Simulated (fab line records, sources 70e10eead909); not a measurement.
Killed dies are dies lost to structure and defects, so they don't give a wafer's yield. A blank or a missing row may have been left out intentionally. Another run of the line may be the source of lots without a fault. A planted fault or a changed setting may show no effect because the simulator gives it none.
Matching of chambers | flow nandHarc | pecvd-03 running NHARC_A_SGD_CUT_DEP_00: 3 sister chambers
The step deposits SiNx, target thk 50 nm. 3 wafers are shown with their chamber, then 10 later ones without.

EACH WAFER AND ITS CHAMBER
wafer  | chamber | heaterPowerW (W)
L087.4 | 1       | 754
L088.1 | 0       | 611
L088.2 | 2       | 833

WAFERS WITHOUT THEIR CHAMBER
wafer  | heaterPowerW (W)
L088.4 | 634
L090.2 | 722
L090.5 | 748
L090.6 | 704
L095.1 | 749
L095.2 | 798
L095.4 | 843
L097.1 | 847
L097.2 | 795
L097.5 | 746

CHAMBER TAKEN BY EACH
wafer  | from the rows above     | in truth
L088.4 | 0                       | 0
L090.2 | 1                       | 1
L090.5 | 1                       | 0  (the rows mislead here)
L090.6 | can't be placed: 1 or 0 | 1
L095.1 | 1                       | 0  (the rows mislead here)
L095.2 | can't be placed: 2 or 1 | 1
L095.4 | 2                       | 2
L097.1 | 2                       | 2
L097.2 | can't be placed: 2 or 1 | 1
L097.5 | 1                       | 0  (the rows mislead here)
Placed correctly: 4 of 10. Not placeable from these rows: 3 (in 3, the candidates include the true chamber). Placed wrongly: 3.
How it was worked out, from the rows above alone: a wafer's distance from a chamber is the root of the sum, over the readings, of the square of ((its reading less the chamber's mean) divided by the reading's scatter). The wafer belongs to the nearest chamber; if the next one is less than 2 further off, it can't be placed. Each chamber's mean is taken over the wafers shown for it. The scatter: with one shown wafer a chamber, the root of the mean of the squares of how far each hidden wafer lies from its nearest shown one.
